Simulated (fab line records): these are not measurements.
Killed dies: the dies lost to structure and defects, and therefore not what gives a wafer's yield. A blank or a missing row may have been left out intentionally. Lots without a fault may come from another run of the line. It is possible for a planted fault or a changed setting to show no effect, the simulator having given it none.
Code-filled problem report in 8D (eight disciplines) form	flow n5_finfet	the parts of the form that need people (team, actions taken, sign-off) are left out

## 1. WHAT IS WRONG
bias_w at N5_GATE_CUT_ETCH_37 reads a mean of 101.2 W on 6 wafers of 2 lots; wafers without a fault read 150.1 W with a standard deviation of 0.46. That is -99 or more standard deviations from the usual mean.
The step: etches SOC in N2/H2, target depth 60 nm, overetch 12 nm, time 90 s.
First observed at day 7 20:58: wafer L548.3, on rie_diel-04. At this step, 21 wafers from 7 lots have a number in the record. Rule for "out", or "out of limits": more than 4 standard deviations from the usual mean. All remaining wafers that have a number are taken as sound.

## 2. WHAT IT IS, WHAT IT ISN'T
question	is	is not
which readings at this step	bias_w, rf_vpp_V	showerhead_plenum_p_Torr, throttle_valve_pct
which lots	L548, L551	L537, L543, L553, L557, L558
which wafers of those lots	all that have a number	-
read on which tools	rie_diel-04	rie_diel-01, rie_diel-03
when	from day 7 20:58	up to then (6 sound wafers); but 9 sound wafers of L553, L557, L558 came after

## 3. WHAT RULES OUT EACH SUSPECT
Counting: a tool at any process step up to the reading remains a suspect when it ran all the lots that are out and ran no sound lot after the first of those.
- rie_diel-04 at N5_GATE_CUT_ETCH_28 (etches underlayer in N2/H2, target depth 13 nm, time 10.4 s): kept. Every lot that is out went through it, starting with L548 (day 7 20:55), and after that it ran no sound lot; the last sound lot it ran before then is L543 (day 6 12:10).
- rie_diel-04 at N5_GATE_CUT_ETCH_37 (etches SOC in N2/H2, target depth 60 nm, overetch 12 nm, time 90 s): kept. Every lot that is out went through it, starting with L548 (day 7 20:58), and after that it ran no sound lot; the last sound lot it ran before then is L543 (day 6 12:12). Out on those wafers are its own readings of bias_w, rf_vpp_V.
Left after counting: rie_diel-04 at N5_GATE_CUT_ETCH_28, rie_diel-04 at N5_GATE_CUT_ETCH_37.

## 4. THE CAUSE (what the simulator had put in)
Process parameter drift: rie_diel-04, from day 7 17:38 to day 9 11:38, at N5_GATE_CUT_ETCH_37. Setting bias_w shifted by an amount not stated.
2 suspects survive the count, and this tool is in that group.

## 5. THE CHAIN OF EFFECTS, in route order
Each row: a reading where the mean over the struck wafers with a number is more than 3 standard deviations away from the usual. Only readings whose record carries a usual standard deviation are examined. hours: median over the lots of the time between each lot's start at the first step of this table that gives one and its start at this step. sigmas: the change, counted in usual standard deviations.
hours	step	reading	usual	on struck wafers	change	sigmas
0	N5_GATE_CUT_ETCH_37	bias_w	150.1 W	101.2	-48.9	-99 or more
0	N5_GATE_CUT_ETCH_37	rf_vpp_V	523.7 V	406.5	-117.2	-49
0	N5_GATE_CUT_CUT_ETCH_53	oes_product_au	0.74 a.u.	0.61	-0.13	-3.6
0	N5_GATE_CUT_CUT_ETCH_55	oes_product_au	0.82 a.u.	0.67	-0.15	-4.2
174	N5_PASSIVATION_PROBE_49	defect_limited_yield	90.9 %	74.7	-16.2	-11
174	N5_PASSIVATION_PROBE_49	killed_at_front_end	42	229	+187	+16
174	N5_PASSIVATION_PROBE_49	killed_dies	107	299	+192	+11
174	N5_PASSIVATION_PROBE_49	killed_on_rim	14	43	+29	+6.7
174	N5_PASSIVATION_PROBE_49	sort_bin_5_function	5.3 %	21.6	+16.3	+15
174	N5_PASSIVATION_PROBE_49	sort_n_pass	1073	881	-192	-11
174	N5_PASSIVATION_PROBE_49	sort_yield_pct	90.9 %	74.7	-16.2	-11
The process steps in it:
- N5_GATE_CUT_ETCH_37: etches SOC in N2/H2, target depth 60 nm, overetch 12 nm, time 90 s.
- N5_GATE_CUT_CUT_ETCH_53: etches W in SF6/Cl2, target depth 79.2 nm.
- N5_GATE_CUT_CUT_ETCH_55: etches HfO2 in BCl3, target depth 3.2 nm.
- N5_PASSIVATION_PROBE_49
Later steps that measure or inspect, where all struck wafers having a row at the step show a number for every such reading and not one has moved that far: N5_BEOL_M4_RC_MEAS_101.

## 6. WHAT WOULD HAVE CAUGHT IT SOONER
In this record the first reading out of limits was taken at day 7 20:58, 3 hours after the fault began at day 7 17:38.
